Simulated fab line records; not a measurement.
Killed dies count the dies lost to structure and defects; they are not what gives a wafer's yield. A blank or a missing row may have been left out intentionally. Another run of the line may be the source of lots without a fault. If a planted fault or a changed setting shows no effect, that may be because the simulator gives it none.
Split-lot experiment ; flow n5-finfet ; 39 wafers read across 7 lots, on a route 1938 steps long

== SPLIT DETAILS ==
At N5_BEOL_M11_PECVD_70 (deposits SiO2 from TEOS/O2, target thk 20 nm, time 22.7 s), the setting time-s was moved away from the recipe's 22.7 s on 15 of the 39 wafers read, by -57.6% to +56.9%. All remaining wafers had this setting at the recipe value.

== FROM THE SPLIT TO THE READING: what the file shows between them, 4 steps ==
- N5_BEOL_M11_HM_DEP_02: deposits TiN, target thk 20 nm
- N5_BEOL_M11_COAT_59: time 60 s, resist thk 100 nm
- N5_BEOL_M11_ECD_50: material Cu, target thk 318 nm
- N5_BEOL_M11_ANNEAL_51: time 90 s

== THE READING ==
barrier-field-endpoint-s, in s, at N5_BEOL_M11_CMP_52 (polishes, stops on SiCOH lowk, t overpolish 7 s, target thk 140 nm). A value of 29.2 s with a standard deviation of 0.8 s is what fault-free wafers of this fab line usually give.

wafer;tool, chamber at the split;time-s as run, s;against the recipe;barrier-field-endpoint-s, s;against lot-mates on the recipe
L074.1;pecvd-02, 2;22.7;recipe;28.8;-
L074.3;pecvd-02, 0;22.7;recipe;29.0;-
L074.4;pecvd-02, 2;22.7;recipe;28.7;-
L074.2;pecvd-02, 1;13.3;-41.4%;19.5;-9.3
L074.5;pecvd-02, 0;13.3;-41.4%;18.4;-10.4
L074.6;pecvd-02, 1;13.3;-41.4%;20.1;-8.7
L083.1;pecvd-01, 1,2,0;22.7;recipe;28.5;-
L083.3;pecvd-01, 1,2,0;22.7;recipe;28.0;-
L083.2;pecvd-01, 1,2,0;22.7;recipe;28.7;-
L083.4;pecvd-01, 2,1;22.7;recipe;30.0;-
L083.6;pecvd-01, 2,1;22.7;recipe;28.6;-
L083.5;pecvd-01, 0;22.7;recipe;28.3;-
L082.3;pecvd-01, 1;22.7;recipe;29.0;-
L082.2;pecvd-01, 2,0;32.15;+41.6%;37.7;+8.9
L082.4;pecvd-01, 1;32.15;+41.6%;39.5;+10.7
L082.1;pecvd-01, 0;22.7;recipe;28.7;-
L082.6;pecvd-01, 2;22.7;recipe;28.8;-
L082.5;pecvd-01, 2,0;32.15;+41.6%;37.4;+8.6
L085.1;pecvd-01, 0,1;22.7;recipe;28.5;-
L085.3;pecvd-01, 2;22.7;recipe;30.5;-
L085.6;pecvd-01, 0,1;22.7;recipe;29.9;-
L089.3;pecvd-01, 2;22.7;recipe;28.8;-
L089.4;pecvd-01, 1,0;14.56;-35.9%;20.9;-8.2
L089.1;pecvd-01, 1;14.56;-35.9%;21.3;-7.8
L089.2;pecvd-01, 0;22.7;recipe;29.2;-
L089.6;pecvd-01, 1,0;14.56;-35.9%;21.4;-7.7
L089.5;pecvd-01, 2;22.7;recipe;29.2;-
L093.4;pecvd-01, 2;9.615;-57.6%;16.2;-13.0
L093.3;pecvd-01, 1,2;9.615;-57.6%;15.6;-13.6
L093.1;pecvd-01, 1,2;9.615;-57.6%;15.4;-13.8
L093.2;pecvd-01, 0;22.7;recipe;29.7;-
L093.6;pecvd-01, 1;22.7;recipe;29.2;-
L093.5;pecvd-01, 0;22.7;recipe;28.8;-
L094.4;pecvd-04, 0,2;22.7;recipe;29.1;-
L094.1;pecvd-04, 1;35.61;+56.9%;42.5;+13.2
L094.3;pecvd-04, 2,0;35.61;+56.9%;41.0;+11.7
L094.2;pecvd-04, 2,0;35.61;+56.9%;42.2;+12.9
L094.6;pecvd-04, 0,2;22.7;recipe;29.1;-
L094.5;pecvd-04, 1;22.7;recipe;29.6;-
When a row names more than one chamber, that row covers several wafers, and the file does not tell which wafer ran in which chamber.

THE FIT
A straight line over all 39 wafers: barrier-field-endpoint-s changes by +0.227 s for each +1% of time-s; r = +1.00; the points scatter about the line by 0.62 s.
The same after taking each lot's own level away (the mean of its wafers on the recipe; 39 wafers): +0.227 s for each +1%; r = +1.00; scatter 0.57 s.
According to that fit, moving time-s by its largest amount changes the reading by 13 s.
The lots' own levels span 28.68 to 29.63 s, that is 1.2 times the standard deviation above.
The two slopes are in agreement: the lot-to-lot level therefore moves the slope only a little.
Check: with one of the wafers moved furthest among these (-57.6%) left out of the fit, the line predicts -13.1 s for it against its lot-mates. It came out at -13 s against them.

== THE WHOLE CHAIN: every reading that the file lists as answering this split, in the file's order ==
step;what it does;reading;change (the file's fit);r (the file's)
N5_BEOL_M11_PECVD_70;deposits SiO2 from TEOS/O2, target thk 20 nm, time 22.7 s;SiO2_of_BEOL_M11_PECVD_70.thk-nm (the simulator's own value, which no gauge read);+0.19 nm for each +1% of the setting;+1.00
N5_BEOL_M11_CMP_52;polishes, stops on SiCOH lowk, t overpolish 7 s, target thk 140 nm;barrier-field-endpoint-s;+0.227 s for each +1% of the setting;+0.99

== FILE'S OWN FIT ==
barrier-field-endpoint-s changes by +0.227 s for each +1% of time-s, r = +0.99.
